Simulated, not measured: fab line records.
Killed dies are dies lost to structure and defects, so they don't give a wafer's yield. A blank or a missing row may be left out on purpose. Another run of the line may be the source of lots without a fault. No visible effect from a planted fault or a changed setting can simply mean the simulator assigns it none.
fab line records + flow nand_harc
record:
- lots: 6
- wafers: 18
- last_day: 25
route steps=1159 shown P_M1@306 P_M2@318 END@1159
lots that met no fault: taken from a fault-free run of the same line
start_h: start of the lot's first displayed wafer, in hours after the record's first day + wait_h: hours elapsed since this lot's preceding step + " identical to the entry in the row above + L1.1+2: a single row standing in for several wafers + - no value present, or no start provided + * or withheld: withheld + < > ~ a bound
route shown NAME@n: NAME is a module with steps in the file, n the number in the route of the first one + usual: the fault-free wafers' mean and standard deviation + same: alike in all rows + chamber/n: place in a boat + sites: the reading at each site + _std_site: standard deviation across them + _edge_site: the outer-site mean with the inner-site mean subtracted + radius_mm: how far each site lies from the wafer's centre + mask NAME#n: copy n + behind: tool/chamber where the wafer was last shaped + hold: reason for holding the lot/hours on hold/outcome of the hold + device: the transistor (n, p or np) that didn't switch + end of line: the tests these same wafers got at the end of their route + a step given without rows: its recipe and nothing more + killed: not the wafer's yield, but the dies lost to structure and defects at the first sort + map: shows each die of a wafer: x if killed, . if not, _ if none is there
set.NAME: the setting the step ran with; set.NAME@STEP: the setting that earlier step ran with + model.NAME: the simulator's own value behind a step, which no gauge read
certain route steps with their lots: each step a table, each wafer a row
services: a tool's chamber out of use, with start hour (start_h, from the record's first day; less than 0 if before it), hours out, and reason
== steps ==
step: NHARC_P_M1_PRE_CLEAN_30
recipe:
- time_s: 30
- temp_c: 280
- gas: H2/He
step: NHARC_P_M1_PVD_20
recipe:
- target_thk_a: 50
- bias_v: 168.6
- power_w: 15000
- chamber_pressure_pa: 0.12
- time_s: 8.06
- substrate_temp_c: 50
- material: TaN
usual:
- throttle_valve_pct: 30.4/1.1
| lot.wafer | tool           | chamber | start_h | wait_h | throttle_valve_pct |
|-----------|----------------|---------|---------|--------|--------------------|
| L393.2    | pvd_sputter-03 | -       | -       | -      | 30.6               |
| L393.4    | "              | -       | "       | "      | 30.2               |
| L393.5    | "              | -       | "       | "      | 31.9               |
| L396.3    | pvd_sputter-02 | -       | -       | -      | 29.7               |
| L396.2    | "              | -       | "       | "      | 28.7               |
| L396.6    | "              | -       | "       | "      | 29.9               |
| L406.1    | pvd_sputter-03 | -       | -       | -      | 31.9               |
| L406.2    | "              | -       | "       | "      | 30.4               |
| L406.6    | "              | -       | "       | "      | 30.8               |
| L407.2    | pvd_sputter-03 | -       | -       | -      | 31.8               |
| L407.5    | "              | -       | "       | "      | 30.8               |
| L407.6    | "              | -       | "       | "      | 30.7               |
| L408.1    | pvd_sputter-01 | -       | -       | -      | 31.5               |
| L408.6    | "              | -       | "       | "      | 31.4               |
| L408.5    | "              | -       | "       | "      | 29.4               |
| L414.1    | pvd_sputter-01 | -       | -       | -      | 30.7               |
| L414.6    | "              | -       | "       | "      | 31.6               |
| L414.5    | "              | -       | "       | "      | 29.4               |
step: NHARC_P_M1_PVD_21
recipe:
- target_thk_a: 300
- chamber_pressure_pa: 5
- power_w: 5000
- substrate_temp_c: 30
- time_s: 20.49
- material: Cu
step: NHARC_P_M1_ECD_22
recipe:
- target_thk_a: 4000
- bath_temp_c: 25
- material: Cu
step: NHARC_P_M1_ANNEAL_31
recipe:
- temp_c: 225
- time_s: 90
step: NHARC_P_M1_CMP_23
recipe:
- t_overpolish_s: 20
- target_thk_nm: 157.82
usual:
- edge_zone_pressure_frac: 1.000/0.0056
- motor_current_A: 12.0/1.6
- time_to_endpoint_s: 29.3/2.9
| lot.wafer | tool   | chamber | start_h | wait_h | edge_zone_pressure_frac | motor_current_A | time_to_endpoint_s |
|-----------|--------|---------|---------|--------|-------------------------|-----------------|--------------------|
| L393.4    | cmp-02 | 3       | 141.23  | -      | 1.007                   | 12.5            | 32.3               |
| L393.2    | "      | 0       | "       | "      | 1.000                   | 9.9             | 34.1               |
| L393.5    | "      | 0       | "       | "      | 0.990                   | 9.7             | 38.7               |
| L396.3    | cmp-01 | 3       | 148.52  | -      | 1.003                   | 13.1            | 27.3               |
| L396.2    | "      | 2       | "       | "      | 0.993                   | 11.3            | 24.9               |
| L396.6    | "      | 0       | "       | "      | 1.001                   | 13.6            | 31.4               |
| L406.2    | cmp-02 | 1       | 221.07  | -      | 1.007                   | 11.3            | 25.0               |
| L406.1    | "      | 3       | "       | "      | 0.999                   | 12.7            | 32.6               |
| L406.6    | "      | 1       | "       | "      | 1.007                   | 11.1            | 26.7               |
| L407.2    | cmp-03 | 1       | 225.27  | -      | 1.006                   | 12.8            | 29.6               |
| L407.5    | "      | 3       | "       | "      | 1.003                   | 10.3            | 29.1               |
| L407.6    | "      | 0       | "       | "      | 1.000                   | 13.0            | 29.7               |
| L408.1    | cmp-01 | 3       | 228.91  | -      | 1.003                   | 13.1            | 29.9               |
| L408.5    | "      | 1       | "       | "      | 1.001                   | 9.7             | 33.3               |
| L408.6    | "      | 2       | "       | "      | 0.996                   | 11.5            | 28.7               |
| L414.1    | cmp-02 | 1       | 255.17  | -      | 1.009                   | 11.5            | 27.3               |
| L414.6    | "      | 0       | "       | "      | 0.998                   | 9.5             | 32.6               |
| L414.5    | "      | 1       | "       | "      | 1.008                   | 11.4            | 25.0               |
step: NHARC_P_M1_THK_MEAS_24
recipe:
- thk_meas_gauge: xrf
usual:
- thk_nm: 158.4/1.4
| lot.wafer | tool          | chamber | start_h | wait_h | thk_nm |
|-----------|---------------|---------|---------|--------|--------|
| L393.2    | film_metro-01 | -       | 141.55  | -      | 158.8  |
| L393.4    | "             | -       | "       | "      | 159.8  |
| L393.5    | "             | -       | "       | "      | 158.7  |
| L396.2    | film_metro-02 | -       | 148.84  | -      | 155.8  |
| L396.3    | "             | -       | "       | "      | 158.2  |
| L396.6    | "             | -       | "       | "      | 158.8  |
| L406.1    | film_metro-02 | -       | 221.36  | -      | 161.8  |
| L406.2    | "             | -       | "       | "      | 157.4  |
| L406.6    | "             | -       | "       | "      | 160.3  |
| L407.2    | film_metro-01 | -       | 225.53  | -      | 157.7  |
| L407.5    | "             | -       | "       | "      | 157.6  |
| L407.6    | "             | -       | "       | "      | 157.9  |
| L408.1    | film_metro-02 | -       | 229.16  | -      | 157.7  |
| L408.5    | "             | -       | "       | "      | 159.5  |
| L408.6    | "             | -       | "       | "      | 157.3  |
| L414.1    | film_metro-02 | -       | 255.45  | -      | 157.6  |
| L414.5    | "             | -       | "       | "      | 157.1  |
| L414.6    | "             | -       | "       | "      | 160.6  |
step: NHARC_P_M1_SRD_25
step: NHARC_P_M1_INSPECT_27
usual:
- raw_defect_count: 316/110
| lot.wafer | tool              | chamber | start_h | wait_h | raw_defect_count |
|-----------|-------------------|---------|---------|--------|------------------|
| L393.2    | defect_inspect-02 | -       | 141.70  | 0.0    | 427              |
| L393.4    | "                 | -       | "       | "      | 407              |
| L393.5    | "                 | -       | "       | "      | 439              |
| L396.2    | defect_inspect-02 | -       | 149.00  | 0.0    | 282              |
| L396.3    | "                 | -       | "       | "      | 226              |
| L396.6    | "                 | -       | "       | "      | 518              |
| L406.1    | defect_inspect-01 | -       | 221.51  | 0.0    | 183              |
| L406.2    | "                 | -       | "       | "      | 333              |
| L406.6    | "                 | -       | "       | "      | 235              |
| L407.2    | defect_inspect-02 | -       | 225.69  | 0.0    | 379              |
| L407.5    | "                 | -       | "       | "      | 401              |
| L407.6    | "                 | -       | "       | "      | 349              |
| L408.1    | defect_inspect-01 | -       | 229.33  | 0.0    | 218              |
| L408.5    | "                 | -       | "       | "      | 274              |
| L408.6    | "                 | -       | "       | "      | 202              |
| L414.1    | defect_inspect-02 | -       | 255.61  | 0.0    | 150              |
| L414.5    | "                 | -       | "       | "      | 145              |
| L414.6    | "                 | -       | "       | "      | 224              |
step: NHARC_P_M1_PRE_CLEAN_32
recipe:
- time_s: 12
- temp_c: 370
- rf_power_w: 300
- gas: NH3
usual:
- heater_power_w: 616/86
- rf_fwd_power_W: 292.6/0.9
| lot.wafer | tool     | chamber | start_h | wait_h | heater_power_w | rf_fwd_power_W |
|-----------|----------|---------|---------|--------|----------------|----------------|
| L393.2    | pecvd-03 | 1       | 141.82  | 0.1    | 663            | 292.0          |
| L393.5    | "        | 1       | "       | "      | 691            | 291.7          |
| L393.4    | "        | 2       | "       | "      | 573            | 291.7          |
| L396.3    | pecvd-03 | 2       | 149.06  | 0.1    | 545            | 293.9          |
| L396.2    | "        | 1       | "       | "      | 783            | 291.6          |
| L396.6    | "        | 0       | "       | "      | 565            | 293.3          |
| L406.2    | pecvd-01 | 2       | 221.58  | 0.1    | 621            | 293.1          |
| L406.1    | "        | 0       | "       | "      | 573            | 292.4          |
| L406.6    | "        | 0       | "       | "      | 566            | 294.6          |
| L407.2    | pecvd-03 | 1       | 225.75  | 0.1    | 775            | 293.0          |
| L407.5    | "        | 1       | "       | "      | 776            | 293.2          |
| L407.6    | "        | 0       | "       | "      | 581            | 293.0          |
| L408.1    | pecvd-03 | 1       | 229.41  | 0.1    | 684            | 292.5          |
| L408.5    | "        | 0       | "       | "      | 617            | 292.5          |
| L408.6    | "        | 2       | "       | "      | 536            | 293.4          |
| L414.1    | pecvd-01 | 1       | 255.69  | 0.1    | 571            | 292.4          |
| L414.5    | "        | 0       | "       | "      | 599            | 292.8          |
| L414.6    | "        | 1       | "       | "      | 559            | 291.1          |
step: NHARC_P_M1_DEP_33
recipe:
- target_thk_a: 300
- temp_c: 370
- target_thk_nm: 30
- pressure_torr: 3
- flow_sccm: 200
- rf_w: 450
- material: SiCN
usual:
- heater_power_w: 559/82
- rf_fwd_power_W: 449.2/1.4
- showerhead_vpp_V: 1327/33
| lot.wafer | tool     | chamber | start_h | wait_h | heater_power_w | rf_fwd_power_W | showerhead_vpp_V |
|-----------|----------|---------|---------|--------|----------------|----------------|------------------|
| L393.2    | pecvd-03 | 1       | 141.90  | 0.1    | 680            | 450.4          | 1300             |
| L393.5    | "        | 1       | "       | "      | 674            | 449.4          | 1288             |
| L393.4    | "        | 2       | "       | "      | 441            | 448.6          | 1336             |
| L396.3    | pecvd-03 | 2       | 149.14  | 0.1    | 490            | 451.3          | 1368             |
| L396.2    | "        | 1       | "       | "      | 627            | 447.5          | 1317             |
| L396.6    | "        | 0       | "       | "      | 564            | 449.7          | 1371             |
| L406.2    | pecvd-01 | 2       | 221.66  | 0.1    | 536            | 449.1          | 1315             |
| L406.1    | "        | 0       | "       | "      | 517            | 448.4          | 1342             |
| L406.6    | "        | 0       | "       | "      | 535            | 449.1          | 1316             |
| L407.2    | pecvd-03 | 1       | 225.83  | 0.1    | 578            | 447.8          | 1310             |
| L407.5    | "        | 1       | "       | "      | 605            | 449.2          | 1293             |
| L407.6    | "        | 0       | "       | "      | 525            | 448.9          | 1355             |
| L408.1    | pecvd-03 | 1       | 229.52  | 0.1    | 690            | 448.3          | 1298             |
| L408.5    | "        | 0       | "       | "      | 589            | 449.1          | 1390             |
| L408.6    | "        | 2       | "       | "      | 504            | 450.8          | 1320             |
| L414.1    | pecvd-01 | 1       | 255.80  | 0.1    | 476            | 451.2          | 1283             |
| L414.5    | "        | 0       | "       | "      | 540            | 448.3          | 1325             |
| L414.6    | "        | 1       | "       | "      | 455            | 451.9          | 1248             |
step: NHARC_P_M2_DEP_00
recipe:
- target_thk_a: 1825
- target_thk_nm: 182.5
- temp_c: withheld
- pressure_torr: 5
- flow_sccm: 200
- rf_w: 600
- material: SiOC
usual:
- rf_fwd_power_W: 598.8/1.6
- showerhead_vpp_V: 1529/43
| lot.wafer | tool     | chamber | start_h | wait_h | rf_fwd_power_W | showerhead_vpp_V |
|-----------|----------|---------|---------|--------|----------------|------------------|
| L393.2    | pecvd-03 | 1       | 142.34  | -      | 599.6          | 1509             |
| L393.4    | "        | 0       | "       | "      | 598.6          | 1577             |
| L393.5    | "        | 1       | "       | "      | 600.5          | 1484             |
| L396.3    | pecvd-01 | 0       | 149.56  | -      | 596.6          | 1545             |
| L396.2    | "        | 2       | "       | "      | 597.1          | 1513             |
| L396.6    | "        | 0       | "       | "      | 596.9          | 1546             |
| L406.1    | pecvd-01 | 1       | 222.05  | -      | 599.6          | 1473             |
| L406.2    | "        | 2       | "       | "      | 596.4          | 1514             |
| L406.6    | "        | 2       | "       | "      | 595.7          | 1497             |
| L407.2    | pecvd-02 | 1       | 226.24  | -      | 599.3          | 1494             |
| L407.6    | "        | 1       | "       | "      | 601.1          | 1521             |
| L407.5    | "        | 0       | "       | "      | 600.0          | 1583             |
| L408.1    | pecvd-01 | 2       | 229.89  | -      | 597.5          | 1504             |
| L408.6    | "        | 0       | "       | "      | 596.5          | 1554             |
| L408.5    | "        | 1       | "       | "      | 599.1          | 1465             |
| L414.1    | pecvd-02 | 1       | 256.21  | -      | 596.5          | 1519             |
| L414.5    | "        | 0       | "       | "      | 600.2          | 1592             |
| L414.6    | "        | 1       | "       | "      | 595.5          | 1501             |
step: NHARC_P_M2_DEHYDRATE_01
recipe:
- temp_c: 150
- time_s: 120
step: NHARC_P_M2_HMDS_02
recipe:
- time_s: 30
step: NHARC_P_M2_COAT_34
recipe:
- temp_c: 200
- time_s: 65
step: NHARC_P_M2_COAT_03
recipe:
- spin_rpm: 1500
- resist_thk_nm: 90
step: NHARC_P_M2_SOFTBAKE_04
recipe:
- temp_c: 105
- time_s: 55
step: NHARC_P_M2_EBR_05
step: NHARC_P_M2_EXPOSE_06
recipe:
- na: 1.35
- target_cd_nm: 170
- dose_mj: 80.78
- mask_id: P_M2
step: NHARC_P_M2_PEB_07
recipe:
- peb_temp_c: 100
- peb_time_s: 65
step: NHARC_P_M2_DEVELOP_08
recipe:
- develop_time_s: 35
- dev_temp_c: 23
step: NHARC_P_M2_CD_MEAS_09
recipe:
- target_cd_nm: 170
- landing_energy_ev: 500
usual:
- cd_nm: 169.7/0.88
| lot.wafer | tool      | chamber | start_h | wait_h | cd_nm |
|-----------|-----------|---------|---------|--------|-------|
| L393.2    | cd_sem-01 | 0       | 143.16  | -      | 169.8 |
| L393.4    | "         | 0       | "       | "      | 168.6 |
| L393.5    | "         | 0       | "       | "      | 169.9 |
| L396.2    | cd_sem-03 | 0       | 150.27  | -      | 170.0 |
| L396.3    | "         | 0       | "       | "      | 170.9 |
| L396.6    | "         | 0       | "       | "      | 171.8 |
| L406.1    | cd_sem-01 | 0       | 222.89  | -      | 169.5 |
| L406.2    | "         | 0       | "       | "      | 170.7 |
| L406.6    | "         | 0       | "       | "      | 170.0 |
| L407.2    | cd_sem-01 | 0       | 227.11  | -      | 168.5 |
| L407.5    | "         | 0       | "       | "      | 168.3 |
| L407.6    | "         | 0       | "       | "      | 169.1 |
| L408.1    | cd_sem-02 | 0       | 230.60  | -      | 169.4 |
| L408.5    | "         | 0       | "       | "      | 169.8 |
| L408.6    | "         | 0       | "       | "      | 169.3 |
| L414.1    | cd_sem-02 | 0       | 256.88  | -      | 169.0 |
| L414.5    | "         | 0       | "       | "      | 168.2 |
| L414.6    | "         | 0       | "       | "      | 170.2 |
step: NHARC_P_M2_OVL_MEAS_10
recipe:
- pitch_nm: 340
usual:
- overlay_x_nm: -0.1/0.86
- overlay_y_nm: -0.2/0.85
| lot.wafer | tool       | chamber | start_h | wait_h | overlay_x_nm | overlay_y_nm |
|-----------|------------|---------|---------|--------|--------------|--------------|
| L393.2    | overlay-01 | -       | 143.24  | -      | -0.6         | -0.7         |
| L393.4    | "          | -       | "       | "      | -1.2         | -1.4         |
| L393.5    | "          | -       | "       | "      | -0.7         | -0.9         |
| L396.2    | overlay-02 | -       | 150.35  | -      | -0.2         | -0.8         |
| L396.3    | "          | -       | "       | "      | -0.6         | -1.1         |
| L396.6    | "          | -       | "       | "      | -0.3         | -1.0         |
| L406.1    | overlay-01 | -       | 222.97  | -      | 0.1          | 0.4          |
| L406.2    | "          | -       | "       | "      | 0.7          | 0.3          |
| L406.6    | "          | -       | "       | "      | 1.0          | 0.5          |
| L407.2    | overlay-02 | -       | 227.19  | -      | 0.6          | 1.0          |
| L407.5    | "          | -       | "       | "      | 0.6          | 0.5          |
| L407.6    | "          | -       | "       | "      | 0.8          | 0.6          |
| L408.1    | overlay-01 | -       | 230.69  | -      | -1.5         | 0.0          |
| L408.5    | "          | -       | "       | "      | -1.7         | 0.5          |
| L408.6    | "          | -       | "       | "      | -0.7         | -0.2         |
| L414.1    | overlay-02 | -       | 256.96  | -      | 0.9          | -1.2         |
| L414.5    | "          | -       | "       | "      | 1.0          | -0.9         |
| L414.6    | "          | -       | "       | "      | 1.0          | -0.4         |
step: NHARC_P_M2_INSPECT_11
usual:
- raw_defect_count: 4.1/2.4
| lot.wafer | tool              | chamber | start_h | wait_h | raw_defect_count |
|-----------|-------------------|---------|---------|--------|------------------|
| L393.2    | defect_inspect-02 | -       | 143.28  | 0.0    | 9                |
| L393.4    | "                 | -       | "       | "      | 4                |
| L393.5    | "                 | -       | "       | "      | 3                |
| L396.2    | defect_inspect-02 | -       | 150.39  | 0.0    | 9                |
| L396.3    | "                 | -       | "       | "      | 4                |
| L396.6    | "                 | -       | "       | "      | 3                |
| L406.1    | defect_inspect-02 | -       | 223.03  | 0.1    | 1176             |
| L406.2    | "                 | -       | "       | "      | 1                |
| L406.6    | "                 | -       | "       | "      | 4                |
| L407.2    | defect_inspect-01 | -       | 227.23  | 0.0    | 2                |
| L407.5    | "                 | -       | "       | "      | 1                |
| L407.6    | "                 | -       | "       | "      | 6                |
| L408.1    | defect_inspect-01 | -       | 230.73  | 0.0    | 2                |
| L408.5    | "                 | -       | "       | "      | 1194             |
| L408.6    | "                 | -       | "       | "      | 1                |
| L414.1    | defect_inspect-02 | -       | 257.00  | 0.0    | 6                |
| L414.5    | "                 | -       | "       | "      | 5                |
| L414.6    | "                 | -       | "       | "      | 1                |
step: NHARC_P_M2_DESCUM_14
recipe:
- time_s: 3
- o2_flow_sccm: 200
- ar_flow_sccm: 0
- bias_power_w: 0
- chemistry: O2
usual:
- drypump_motor_current_A: 5.7/0.58
- oes_product_au: 1.003/0.015
- rf_vpp_V: 57.9/0.94
- showerhead_plenum_p_Torr: 1.95/0.1
- throttle_valve_pct: 11.311/0.009
| lot.wafer | tool        | chamber | start_h | wait_h | drypump_motor_current_A | oes_product_au | rf_hours_counter_h | rf_vpp_V | showerhead_plenum_p_Torr | throttle_valve_pct |
|-----------|-------------|---------|---------|--------|-------------------------|----------------|--------------------|----------|--------------------------|--------------------|
| L393.4    | rie_diel-05 | 1       | 143.36  | 0.1    | 5.4                     | 0.994          | 28                 | 59.8     | 1.86                     | 11.305             |
| L393.2    | "           | 3       | "       | "      | 5.5                     | 1.006          | 20                 | 56.9     | 1.85                     | 11.308             |
| L393.5    | "           | 1       | "       | "      | 5.4                     | 0.999          | -                  | 57.7     | 1.86                     | 11.308             |
| L396.3    | rie_diel-02 | 2       | 150.47  | 0.1    | 5.6                     | 1.017          | 6                  | 57.3     | 2.07                     | 11.317             |
| L396.2    | "           | 3       | "       | "      | 5.3                     | 0.995          | 7                  | 58.3     | 2.06                     | 11.296             |
| L396.6    | "           | 1       | "       | "      | 6.6                     | 1.024          | -                  | 60.4     | 1.98                     | 11.321             |
| L406.1    | rie_diel-05 | 3       | 223.09  | 0.1    | 5.5                     | 1.026          | 11                 | 57.2     | 1.84                     | 11.321             |
| L406.2    | "           | 2       | "       | "      | 5.6                     | 0.994          | 11                 | 56.9     | 1.84                     | 11.329             |
| L406.6    | "           | 3       | "       | "      | 5.5                     | 1.022          | -                  | 57.8     | 1.84                     | 11.325             |
| L407.2    | rie_diel-02 | 1       | 227.32  | 0.1    | 6.6                     | 1.009          | 2                  | 58.3     | 1.97                     | 11.306             |
| L407.5    | "           | 2       | "       | "      | 5.7                     | 1.008          | -                  | 58.6     | 2.07                     | 11.306             |
| L407.6    | "           | 3       | "       | "      | 5.2                     | 0.978          | -                  | 56.7     | 2.06                     | 11.296             |
| L408.1    | rie_diel-02 | 2       | 230.82  | 0.1    | 5.7                     | 1.015          | 2                  | 57.8     | 2.07                     | 11.313             |
| L408.5    | "           | 1       | "       | "      | 6.6                     | 1.007          | -                  | 58.5     | 1.97                     | 11.311             |
| L408.6    | "           | 2       | "       | "      | 5.7                     | 1.011          | -                  | 58.2     | 2.07                     | 11.331             |
| L414.1    | rie_diel-02 | 2       | 257.09  | 0.1    | 5.7                     | 1.019          | 4                  | 57.8     | 2.07                     | 11.316             |
| L414.5    | "           | 3       | "       | "      | 5.2                     | 0.972          | -                  | 59.2     | 2.06                     | 11.313             |
| L414.6    | "           | 0       | "       | "      | 5.1                     | 0.996          | -                  | 57.5     | 1.84                     | 11.314             |
step: NHARC_END_SORT_01
recipe:
- temp_c: 25
usual:
- defect_limited_yield: 95.4/1.8
- killed_at_array: 28/11
- killed_at_other: 0.7/0.88
- killed_at_periphery: 3.1/2.2
- killed_dies: 31/12
- killed_open: 3.3/2
- killed_short: 2.0/1.6
- sort_bin_2_pct: 1.5/0.73
- sort_bin_3_pct: 0.27/0.22
- sort_bin_4_pct: 2.9/1.1
- sort_n_pass: 646/12
- sort_rim_yield_pct: 93/3.9
- sort_yield_pct: 95.4/1.8
same:
- gross_dies: 677
- sort_bin_5_pct[%]: 0
- sort_bin_6_pct[%]: 0
- sort_bin_7_pct[%]: 0
- sort_bin_8_pct[%]: 0
- sort_rim_n_gross: 106.00
| lot.wafer | tool      | chamber | start_h | wait_h | defect_limited_yield[%] | killed_at_array | killed_at_other | killed_at_periphery | killed_dies | killed_open | killed_short | sort_bin_2_pct[%] | sort_bin_3_pct[%] | sort_bin_4_pct[%] | sort_n_pass | sort_rim_yield_pct[%] | sort_yield_pct[%] |
|-----------|-----------|---------|---------|--------|-------------------------|-----------------|-----------------|---------------------|-------------|-------------|--------------|-------------------|-------------------|-------------------|-------------|-----------------------|-------------------|
| L406.1    | prober-02 | 0       | 544.09  | 2.5    | 83.3                    | 15              | 1               | 97                  | 113         | 2           | 2            | 7.5               | 5.02              | 4.1               | 564         | 96                    | 83.3              |
| L408.5    | prober-02 | 0       | 560.10  | 3.7    | 80.8                    | 36              | 0               | 94                  | 130         | 2           | 1            | 8.4               | 5.47              | 5.3               | 547         | 90                    | 80.8              |
killed by level:class
L406.1 P_M2:unspecified=96 A_CONTACT:chamber_film_flake=5 A_CHANNEL_HOLE_D1:chamber_film_flake=3 A_CONTACT:geometric_particle:open=2 A_WL_FILL:geometric_particle:short=1 A_CONTACT:geometric_particle:short=1 P_M0:chamber_film_flake=1 A_CHANNEL_FILL_D1:chamber_film_flake=1
L408.5 P_M2:unspecified=94 A_CHANNEL_HOLE_D1:chamber_film_flake=20 A_SLIT:chamber_film_flake=10 A_STAIRCASE:chamber_film_flake=2 A_CHANNEL_FILL_D1:geometric_particle:open=1 A_STAIRCASE:geometric_particle:open=1 A_WL_FILL:geometric_particle:short=1 A_CONTACT:chamber_film_flake=1
map L406.1 (x killed, . not)
____________.____________
_________......._________
_______..........._______
______.............______
_____..............._____
____.................____
____.................____
___...................___
___..........x........___
__.....................__
__.....................__
_......................._
_......................._
_......................._
_............xxx........_
_.............x..x......_
..x......................
..x..............xx......
................xxx......
................xxxx.....
.............xxxxxxx.x...
_...........xxxxxxxxx..._
_............xxxxxxxxx.._
_............xxxxxxxx.x._
_............xxxxxxxxxx._
_...........xxxxxxxxxx.._
__......x....xxxxxxxxx.__
__............xxxxxxxx.__
___...........xxxxxxxx___
___.........x.xxxxxx..___
____......x....x..xx.____
____...........x.....____
_____.............x._____
______.............______
_______x.........x_______
_________......._________
____________.____________
map L408.5 (x killed, . not)
____________.____________
_________......._________
_______..........._______
______.............______
_____..............._____
____.................____
____.................____
___.............x.....___
___...................___
__.....................__
__.....................__
_...........x..........._
_......................._
_......................._
_..............x........_
_......................._
.............x...x.......
..................x......
................x...x....
................xxxx.....
..............xxxxxx.....
_............xxxxxxx...._
_...........xxxxxxxxxxx._
_............xxxxxxxxxxx_
_...........xxxxxxxxxxx._
_..........xxxxxxxxxxxx._
__..........xxxxxxxxxx.__
__..x........xxxxxxxx..__
___xx..x......xxxxxxx.___
___.xxxx.....xxxxxxxx.___
____x.xx........xxxx.____
____xx.xx........x...____
_____xxx........x.x._____
______x............______
_______x.........._______
_________......._________
____________.____________
== services ==
| tool           | chamber | start_h | hours | kind   |
|----------------|---------|---------|-------|--------|
| cmp-01         | -       | 118.03  | 2.0   | repair |
| rie_diel-05    | 3       | 119.35  | 19.2  | repair |
| pecvd-03       | 0       | 125.75  | -     | clean  |
| pecvd-03       | 1       | 125.75  | -     | clean  |
| pvd_sputter-03 | -       | 125.88  | 5.1   | repair |
| cmp-02         | -       | 128.50  | 4.0   | pm     |
| rie_diel-02    | -       | 150.70  | 9.0   | pm     |
| cmp-01         | -       | 151.78  | 2.0   | repair |
| pecvd-02       | -       | 153.02  | 13.0  | pm     |
| cmp-03         | -       | 156.00  | 4.0   | pm     |
| pvd_sputter-01 | -       | 158.01  | 10.0  | pm     |
| rie_diel-05    | -       | 164.53  | 9.0   | pm     |
| pecvd-02       | 2       | 166.70  | 16.5  | repair |
| cmp-01         | -       | 179.50  | 4.0   | pm     |
| rie_diel-05    | 3       | 193.54  | 2.9   | repair |
| pvd_sputter-03 | -       | 198.68  | 17.0  | repair |
| pecvd-01       | 2       | 205.87  | 15.4  | repair |
| pvd_sputter-02 | -       | 214.00  | 10.0  | pm     |
| rie_diel-02    | -       | 220.32  | 0.4   | repair |
| cmp-02         | -       | 226.50  | 4.0   | pm     |
| pvd_sputter-02 | -       | 229.81  | 2.5   | repair |
| pecvd-01       | -       | 237.13  | 13.0  | pm     |
| cmp-03         | -       | 254.00  | 4.0   | pm     |
| cmp-02         | -       | 255.43  | 1.2   | repair |
== key ==
first_sign:
- step: NHARC_P_M2_INSPECT_11
- reading: raw_defect_count
- direction: up
- sigmas: 99+
- usual: 4.1
- struck: 1185
effect:
- step: NHARC_END_SORT_01
- reading: killed_at_periphery
- direction: up
- sigmas: 43
- usual: 3.1
- struck: 95.5
more_kills_born_at:
- NHARC_P_M2_DEP_00@pecvd-01: 190
met_at NHARC_P_M2_DEP_00
struck_wafers L406.1,L408.5
fault:
- kind: chamber_particle_source
- tool: pecvd-01
- chamber: 1
- onset_h: 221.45
- steps: NHARC_P_M2_DEP_00
- rate_per_visit_cm2: 1.8531
- end_h: 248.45
